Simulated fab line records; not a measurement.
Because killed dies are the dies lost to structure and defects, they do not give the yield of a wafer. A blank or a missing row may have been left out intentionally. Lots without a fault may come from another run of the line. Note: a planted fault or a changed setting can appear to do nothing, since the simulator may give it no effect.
The tool behind it: which one? -- flow n5_finfet -- 15 lots with 45 wafers sampled at 4 steps, on a route of 1938 steps

## WHAT THE GAUGES READ, wafer by wafer
The record lacks any reading of a measuring or inspecting step that a usual standard deviation could be used to judge.

## TOOL THAT RAN EACH LOT (tool first, then ch and the chambers of the sampled wafers, then the start)
lot,N5_MOL_CONTACT_COAG_CO_FILL_22,N5_MOL_CONTACT_COAG_ANNEAL_113,N5_MOL_CONTACT_COAG_PRE_CLEAN_142,N5_MOL_CONTACT_COAG_DEVELOP_83
L955,"cvd_co-01 ch 0,1,2, day 4 18:32","rtp_anneal-02 ch 0, day 4 19:19","pvd_sputter-02, day 4 21:08","litho_track-02 ch 0, day 5 01:33"
L956,"cvd_co-01 ch 0,2, day 5 01:38","rtp_anneal-01 ch 0, day 5 02:23","pvd_sputter-01, day 5 04:07","litho_track-05 ch 0, day 5 09:13"
L957,"cvd_co-02 ch 0,1,2, day 5 06:16","rtp_anneal-01 ch 0, day 5 06:53","pvd_sputter-03, day 5 10:53","litho_track-01 ch 0, day 5 15:47"
L959,"cvd_co-02 ch 0,2, day 5 17:15","rtp_anneal-02 ch 0, day 5 18:01","pvd_sputter-03, day 5 19:22","litho_track-02 ch 0, day 5 23:41"
L961,"cvd_co-02 ch 1,2, day 6 12:12","rtp_anneal-01 ch 0, day 6 12:49","pvd_sputter-03, day 6 14:02","litho_track-05 ch 0, day 6 17:55"
L963,"cvd_co-02 ch 0,1,2, day 6 20:22","rtp_anneal-01 ch 0, day 6 21:13","pvd_sputter-03, day 6 23:09","litho_track-05 ch 0, day 7 03:04"
L964,"cvd_co-02 ch 0,1,2, day 7 00:32","rtp_anneal-01 ch 0, day 7 01:22","pvd_sputter-02, day 7 05:25","litho_track-05, day 7 09:20"
L965,"cvd_co-01 ch 0,1, day 7 06:38","rtp_anneal-02 ch 0, day 7 07:17","pvd_sputter-01, day 7 08:55","litho_track-01, day 7 12:47"
L966,"cvd_co-02 ch 1,2, day 7 12:16","rtp_anneal-01 ch 0, day 7 12:52","pvd_sputter-02, day 7 15:04","litho_track-05, day 7 19:19"
L968,"cvd_co-02 ch 1,2, day 8 07:35","rtp_anneal-02 ch 0, day 8 08:31","pvd_sputter-01, day 8 11:26","litho_track-01 ch 0, day 8 17:33"
L972,"cvd_co-02 ch 0,1, day 8 22:51","rtp_anneal-01 ch 0, day 8 23:46","pvd_sputter-01, day 9 00:57","litho_track-02 ch 0, day 9 05:25"
L973,"cvd_co-02 ch 0,1, day 9 08:34","rtp_anneal-01 ch 0, day 9 09:20","pvd_sputter-01, day 9 10:45","litho_track-01 ch 0, day 9 14:46"
L974,"cvd_co-01 ch 1,2, day 9 10:50","rtp_anneal-02 ch 0, day 9 11:52","pvd_sputter-03, day 9 13:22","litho_track-01 ch 0, day 9 17:53"
L976,"cvd_co-01 ch 0,2, day 9 23:26","rtp_anneal-02 ch 0, day 10 00:14","pvd_sputter-02, day 10 02:31","litho_track-02 ch 0, day 10 06:27"
L977,"cvd_co-01 ch 0,1,2, day 10 12:35","rtp_anneal-02 ch 0, day 10 13:12","pvd_sputter-03, day 10 15:58","litho_track-05 ch 0, day 10 20:13"
- N5_MOL_CONTACT_COAG_CO_FILL_22: material Co, precursor CCTBA/H2, target thk 20 nm.
- N5_MOL_CONTACT_COAG_ANNEAL_113: time 300 s.
- N5_MOL_CONTACT_COAG_PRE_CLEAN_142: time 60 s.
- N5_MOL_CONTACT_COAG_DEVELOP_83: develop time 30 s.

## WHAT THE TOOLS THEMSELVES READ (means of the sampled wafers that have a number; where no wafer has one, the mark that the record gives instead)
N5_MOL_CONTACT_COAG_CO_FILL_22.
lot,tool,heater_power_w (W)
L955,cvd_co-01,212
L956,cvd_co-01,210
L957,cvd_co-02,233
L959,cvd_co-02,231
L961,cvd_co-02,232
L963,cvd_co-02,236
L964,cvd_co-02,232
L965,cvd_co-01,219
L966,cvd_co-02,231
L968,cvd_co-02,241
L972,cvd_co-02,241
L973,cvd_co-02,250
L974,cvd_co-01,203
L976,cvd_co-01,203
L977,cvd_co-01,213

N5_MOL_CONTACT_COAG_ANNEAL_113.
lot,tool,lamp_power_pct (%),lamp_zone_1_pct (%),wafer_temp_C_max
L955,rtp_anneal-02,2.80,2.80,402.3
L956,rtp_anneal-01,2.68,2.69,401.2
L957,rtp_anneal-01,2.68,2.68,401.4
L959,rtp_anneal-02,2.80,2.80,402.4
L961,rtp_anneal-01,2.68,2.69,401.4
L963,rtp_anneal-01,2.68,2.68,401.3
L964,rtp_anneal-01,2.69,2.68,401.7
L965,rtp_anneal-02,2.80,2.80,401.9
L966,rtp_anneal-01,2.68,2.68,401.4
L968,rtp_anneal-02,2.80,2.80,402.2
L972,rtp_anneal-01,2.68,2.69,401.4
L973,rtp_anneal-01,2.69,2.69,401.5
L974,rtp_anneal-02,2.80,2.80,402.7
L976,rtp_anneal-02,2.80,2.80,401.7
L977,rtp_anneal-02,2.80,2.80,402.5

N5_MOL_CONTACT_COAG_PRE_CLEAN_142.
lot,tool,heater_power_w (W)
L955,pvd_sputter-02,464
L956,pvd_sputter-01,491
L957,pvd_sputter-03,466
L959,pvd_sputter-03,474
L961,pvd_sputter-03,438
L963,pvd_sputter-03,470
L964,pvd_sputter-02,419
L965,pvd_sputter-01,518
L966,pvd_sputter-02,434
L968,pvd_sputter-01,521
L972,pvd_sputter-01,496
L973,pvd_sputter-01,504
L974,pvd_sputter-03,499
L976,pvd_sputter-02,434
L977,pvd_sputter-03,469

N5_MOL_CONTACT_COAG_DEVELOP_83.
lot,tool,chill_plate_temp_C (C)
L955,litho_track-02,23.12
L956,litho_track-05,23.18
L957,litho_track-01,22.91
L959,litho_track-02,22.96
L961,litho_track-05,22.92
L963,litho_track-05,22.88
L964,litho_track-05,-
L965,litho_track-01,-
L966,litho_track-05,-
L968,litho_track-01,23.02
L972,litho_track-02,23.00
L973,litho_track-01,23.12
L974,litho_track-01,22.92
L976,litho_track-02,22.72
L977,litho_track-05,22.93

## THE ANSWER, worked out from the rows above alone
Rule: the usual values come from the lots themselves. Put in order of their means at a reading, lots are off if they are a third of the lots or fewer, leave a main group of 4 or more, and stand apart from it by a gap of 3 or more times the standard deviation of the main group's means; of several such gaps the widest counts. The tables above print the reading to a certain number of digits; a main group whose means all agree to those digits is not used. A lot without any number at a reading at which 4 lots or more have one is off too. All remaining lots with rows at the step are treated as sound. Order of review: gauges by route order, followed by the tools' own readings, for which a lot's mean as printed above is used. At the first step where some lot is off, the reading lying furthest off is the one used; lots without a number count as furthest.
Off, at N5_MOL_CONTACT_COAG_DEVELOP_83 on chill_plate_temp_C: L964, L965, L966. Without a number there: L964, L965, L966. The main group has a mean of 22.97 C with a standard deviation of 0.12.
If a tool, at that step or one of the process steps before it, ran each lot that is off and ran no sound lot following the first of them, it fits. Not one of the candidates tried fits.

## WHAT HAD BEEN PUT IN BY THE SIMULATOR
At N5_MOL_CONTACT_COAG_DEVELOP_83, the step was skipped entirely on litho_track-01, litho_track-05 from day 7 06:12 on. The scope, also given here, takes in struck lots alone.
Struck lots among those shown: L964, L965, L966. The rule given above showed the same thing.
